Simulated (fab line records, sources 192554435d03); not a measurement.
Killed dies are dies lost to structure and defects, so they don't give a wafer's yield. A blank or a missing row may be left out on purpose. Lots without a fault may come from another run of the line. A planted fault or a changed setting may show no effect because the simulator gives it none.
fab line records | flow n5_finfet
record lots=11 wafers=33 last_day=18
route steps=1938 shown BEOL_M15@1784
lots that met no fault: from a run of the same line without faults
start_h: hours from the record's first day to the start of the lot's first wafer shown | wait_h: hours since the lot's step before | " the same as in the row above | L1.1+2: a row that stands for several wafers | - no value, or no start given | * or withheld: withheld | < > ~ a bound
route shown NAME@n: a module of which the file shows steps, and the number in the route of the first | usual: mean/standard deviation of fault-free wafers | same: alike in all rows | chamber/n: place in a boat | sites: the reading at each site | _std_site: their standard deviation | _edge_site: outer sites' mean less inner sites' | radius_mm: how far each site lies from the wafer's centre | mask NAME#n: copy n | behind: the tool/chamber that last shaped the wafer | hold: why the lot was held/for how many hours/how that ended | device: the transistor (n, p or np) that didn't switch | end of line: the same wafers' tests at the end of the route | a step without rows: its recipe alone | killed: dies lost to structure and defects at the first sort, not the wafer's yield | map: a wafer's dies, x killed, . not, _ none there
set.NAME: the setting as run; set.NAME@STEP: as run at that earlier step | model.NAME: the simulator's own value behind a step, which no gauge read
steps of the route over a sample of lots; a table a step, a row a wafer
services: from which hour (start_h, from the record's first day; less than 0 if before it) a tool's chamber was out of use, for how many hours, and why
## steps
# step N5_BEOL_M15_OVL_MEAS_11
# recipe points_per_wafer=44
# usual V14_OVL=1/5.2
# columns lot.wafer tool chamber start_h wait_h V14_OVL[nm]
L205.3 overlay-01 0 277.25 0.0 6
L205.4 " 0 " " 1
L205.6 " 0 " " 8
L207.1 overlay-01 0 284.83 0.0 4
L207.3 " 0 " " 5
L207.5 " 0 " " 3
L209.3 overlay-02 0 299.05 0.0 -5
L209.4 " 0 " " 0
L209.6 " 0 " " -4
L210.1 overlay-01 0 305.83 0.0 3
L210.2 " 0 " " 4
L210.6 " 0 " " 0
L211.2 overlay-02 0 311.35 0.0 1
L211.4 " 0 " " 5
L211.5 " 0 " " 3
L213.2 overlay-02 0 323.14 0.0 -2
L213.4 " 0 " " -2
L213.5 " 0 " " 6
L218.2 overlay-01 0 345.06 0.0 -13
L218.3 " 0 " " -7
L218.5 " 0 " " -15
L221.2 overlay-01 0 357.71 0.0 3
L221.4 " 0 " " 3
L221.6 " 0 " " 7
L223.3 overlay-02 0 376.09 0.0 2
L223.4 " 0 " " 10
L223.5 " 0 " " 11
L225.1 overlay-01 0 387.77 0.0 -4
L225.5 " 0 " " -1
L225.6 " 0 " " 4
L226.1 overlay-02 0 418.43 0.0 3
L226.2 " 0 " " -2
L226.3 " 0 " " 4
# step N5_BEOL_M15_INSPECT_12
# recipe mode=adi inspect_instrument=macro
# usual raw_defect_count=1.9/1.4
# columns lot.wafer tool chamber start_h wait_h raw_defect_count
L205.3 defect_inspect-01 - 277.28 0.0 2
L205.4 " - " " 5
L205.6 " - " " 2
L207.1 defect_inspect-02 - 284.86 0.0 0
L207.3 " - " " 0
L207.5 " - " " 4
L209.3 defect_inspect-01 - 299.07 0.0 1
L209.4 " - " " 5
L209.6 " - " " 3
L210.1 defect_inspect-02 - 305.86 0.0 0
L210.2 " - " " 3
L210.6 " - " " 1
L211.2 defect_inspect-01 - 311.37 0.0 1
L211.4 " - " " 1
L211.5 " - " " 2
L213.2 defect_inspect-02 - 323.16 0.0 1
L213.4 " - " " 1
L213.5 " - " " 1
L218.2 defect_inspect-02 - 345.08 0.0 1
L218.3 " - " " 3
L218.5 " - " " 2
L221.2 defect_inspect-01 - 357.73 0.0 1
L221.4 " - " " 2
L221.6 " - " " 1
L223.3 defect_inspect-01 - 376.12 0.0 0
L223.4 " - " " 0
L223.5 " - " " 0
L225.1 defect_inspect-01 - 387.80 0.0 2
L225.5 " - " " 3
L225.6 " - " " 3
L226.1 defect_inspect-01 - 418.45 0.0 1
L226.2 " - " " 4
L226.3 " - " " 1
# step N5_BEOL_M15_ETCH_59
# recipe chemistry=N2/H2 target=BARC target_depth_a=890 overetch_a=267 time_s=67.9 ion_energy_ev=200 pressure_mtorr=30 source_w=840 bias_w=150 n2_flow_sccm=200 h2_flow_sccm=200
# usual bias_w=150.0/0.43 drypump_motor_current_A=5.6/0.47 oes_product_au=0.69/0.067 rf_vpp_V=523.0/2.2 showerhead_plenum_p_Torr=2.51/0.087 throttle_valve_pct=17.9/0.3
# columns lot.wafer tool chamber start_h wait_h bias_w drypump_motor_current_A oes_product_au rf_hours_counter_h rf_vpp_V showerhead_plenum_p_Torr throttle_valve_pct
L205.3 rie_diel-02 0 277.34 0.0 149.6 6.0 0.62 204 523.1 2.49 18.2
L205.4 " 1 " " 149.5 5.9 0.68 - 521.2 2.45 17.6
L205.6 " 0 " " 149.4 6.0 0.63 - 523.5 2.50 18.2
L207.1 rie_diel-02 3 285.09 0.0 150.5 5.0 0.63 161 521.4 2.42 18.2
L207.3 " 1 " " 149.6 5.9 0.68 101 522.9 2.45 17.6
L207.5 " 0 " " 150.2 6.0 0.62 - 522.9 2.49 18.2
L209.3 rie_diel-02 2 299.14 0.0 150.2 5.8 0.80 5 523.7 2.52 17.5
L209.4 " 1 " " 149.6 5.9 0.68 106 521.7 2.45 17.6
L209.6 " 3 " " 149.7 5.0 0.63 - 521.4 2.42 18.2
L210.1 rie_diel-02 3 305.97 0.0 149.8 5.1 0.64 167 521.6 2.42 18.2
L210.2 " 2 " " 150.0 5.8 0.80 8 523.5 2.51 17.5
L210.6 " 2 " " 149.7 5.8 0.80 - 521.8 2.51 17.5
L211.2 rie_diel-02 1 311.63 0.0 149.5 5.9 0.68 110 521.0 2.44 17.6
L211.4 " 3 " " 150.8 5.0 0.63 169 519.5 2.42 18.2
L211.5 " 3 " " 149.8 5.0 0.63 - 521.2 2.42 18.3
L213.2 rie_diel-04 0 323.23 0.0 149.8 5.5 0.75 37 521.5 2.49 18.0
L213.4 " 1 " " 149.6 6.5 0.64 154 524.0 2.54 17.6
L213.5 " 0 " " 149.7 5.5 0.75 - 522.9 2.49 18.1
L218.2 rie_diel-04 1 345.35 0.0 151.2 6.5 0.63 161 524.1 2.53 17.6
L218.3 " 2 " " 149.7 6.1 0.79 14 526.9 2.62 18.1
L218.5 " 1 " " 150.5 6.5 0.64 - 525.5 2.54 17.6
L221.2 rie_diel-04 2 357.80 0.0 149.9 6.1 0.78 19 525.9 2.62 18.0
L221.4 " 1 " " 149.7 6.5 0.64 - 523.7 2.53 17.6
L221.6 " 2 " " 149.6 6.1 0.77 - 526.3 2.62 18.0
L223.3 rie_diel-02 1 376.20 0.0 150.0 5.9 0.66 130 520.9 2.44 17.6
L223.4 " 0 " " 150.0 6.0 0.61 236 522.3 2.48 18.2
L223.5 " 3 " " 150.3 5.1 0.62 - 522.0 2.41 18.3
L225.1 rie_diel-02 0 387.87 0.0 149.4 6.0 0.60 239 524.4 2.48 18.2
L225.5 " 3 " " 150.3 5.1 0.62 - 522.0 2.41 18.3
L225.6 " 2 " " 149.8 5.8 0.75 - 522.6 2.50 17.5
L226.1 rie_diel-02 3 418.52 0.0 150.9 5.1 0.61 200 521.2 2.40 18.3
L226.2 " 2 " " 150.0 5.7 0.74 41 522.1 2.50 17.5
L226.3 " 1 " " 148.9 5.9 0.65 142 521.0 2.43 17.6
# step N5_BEOL_M15_STRIP_63
# recipe chemistry=O2 power_w=600 temp_c=60 pressure_mtorr=30 rf_frequency_hz=6e+07 bias_power_w=0 overash_fraction=0.3 o2_flow_sccm=225
# usual chamber_pressure_mTorr=30.00/0.043 drypump_motor_current_A=5.6/0.48 oes_product_au=0.81/0.082 rf_vpp_V=3.6/0.74 showerhead_plenum_p_Torr=2.07/0.07 throttle_valve_pct=16.7/0.33
# columns lot.wafer tool chamber start_h wait_h chamber_pressure_mTorr drypump_motor_current_A oes_product_au rf_hours_counter_h rf_vpp_V showerhead_plenum_p_Torr throttle_valve_pct
L205.3 rie_diel-02 0 277 - 30.05 5.9 0.73 204 3.5 2.06 17.0
L205.4 " 1 " " 29.96 5.9 0.82 - 3.0 2.03 16.4
L205.6 " 0 " " 29.97 6.0 0.73 - 3.9 2.06 17.0
L207.1 rie_diel-02 3 285 - 29.97 5.0 0.75 161 3.0 1.99 17.1
L207.3 " 1 " " 29.99 5.9 0.82 102 4.8 2.03 16.5
L207.5 " 0 " " 29.96 6.0 0.74 - 2.7 2.05 17.0
L209.3 rie_diel-02 2 299 - 29.94 5.8 0.96 5 3.9 2.03 16.1
L209.4 " 1 " " 29.97 5.9 0.81 106 2.9 2.03 16.5
L209.6 " 3 " " 30.03 5.1 0.74 - 2.8 1.99 17.1
L210.1 rie_diel-02 3 306 - 30.03 5.1 0.73 167 3.1 1.99 17.1
L210.2 " 2 " " 29.99 5.8 0.93 8 2.6 2.03 16.1
L210.6 " 2 " " 30.05 5.8 0.92 - 4.2 2.03 16.1
L211.2 rie_diel-02 1 311 - 29.93 5.9 0.80 110 3.5 2.03 16.5
L211.4 " 3 " " 29.93 5.1 0.74 169 3.5 1.99 17.1
L211.5 " 3 " " 29.96 5.0 0.73 - 3.3 1.99 17.1
L213.2 rie_diel-04 0 323 - 30.03 5.6 0.87 37 3.3 2.07 16.9
L213.4 " 1 " " 30.08 6.5 0.72 154 4.5 2.11 16.6
L213.5 " 0 " " 30.03 5.6 0.87 - 3.1 2.07 16.9
L218.2 rie_diel-04 1 345 - 30.02 6.5 0.74 162 2.3 2.11 16.6
L218.3 " 2 " " 21.07 6.1 0.93 14 4.0 2.15 16.6
L218.5 " 1 " " 30.04 6.5 0.74 - 5.2 2.11 16.6
L221.2 rie_diel-04 2 358 - 21.01 6.1 0.91 19 4.8 2.15 16.7
L221.4 " 1 " " 29.97 6.5 0.75 - 2.9 2.11 16.6
L221.6 " 2 " " 20.95 6.1 0.91 - 3.5 2.15 16.6
L223.3 rie_diel-02 1 376 - 29.93 5.9 0.78 130 2.3 2.02 16.5
L223.4 " 0 " " 29.99 6.0 0.71 236 3.7 2.04 17.1
L223.5 " 3 " " 29.97 5.1 0.73 - 4.7 1.98 17.1
L225.1 rie_diel-02 0 388 - 29.99 6.0 0.71 239 2.6 2.04 17.1
L225.5 " 3 " " 29.93 5.0 0.72 - 3.1 1.98 17.1
L225.6 " 2 " " 30.03 5.8 0.87 - 3.6 2.02 16.1
L226.1 rie_diel-02 3 418 - 30.02 5.0 0.73 200 2.2 1.98 17.1
L226.2 " 2 " " 30.04 5.8 0.87 41 4.8 2.02 16.2
L226.3 " 1 " " 30.01 5.9 0.77 142 3.8 2.02 16.5
## services
# columns tool chamber start_h hours kind
rie_diel-02 2 265.88 - clean
rie_diel-02 2 265.88 - consumable_replace:focus_ring
rie_diel-02 2 265.88 14.2 scheduled_down
rie_diel-02 2 265.88 14.2 vent_cycle
rie_diel-04 0 266.58 4.5 repair
rie_diel-04 2 276.19 - clean
rie_diel-04 2 276.19 - consumable_replace:focus_ring
rie_diel-04 2 276.19 25.5 scheduled_down
rie_diel-04 2 276.19 25.5 vent_cycle
rie_diel-04 3 338.27 - clean
rie_diel-04 3 338.27 - consumable_replace:focus_ring
rie_diel-04 3 338.27 27.4 scheduled_down
rie_diel-04 3 338.27 27.4 vent_cycle
rie_diel-04 1 393.86 2.4 repair
## key
first_sign step=N5_BEOL_M15_STRIP_63 reading=chamber_pressure_mTorr direction=down sigmas=99+ usual=* struck=*
effect none on later readings
met_at N5_BEOL_M15_STRIP_63
struck_lots L218,L221
struck_wafers L218.3,L221.2,L221.6
not_acting_at N5_BEOL_M15_OVL_MEAS_11,N5_BEOL_M15_INSPECT_12,N5_BEOL_M15_ETCH_59
fault kind=process_parameter_drift tool=rie_diel-04 chamber=2 onset_h=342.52 steps=N5_BEOL_M15_STRIP_63 channel=pressure_mtorr offset=* shape=step end_h=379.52 acts_in=* stated=*
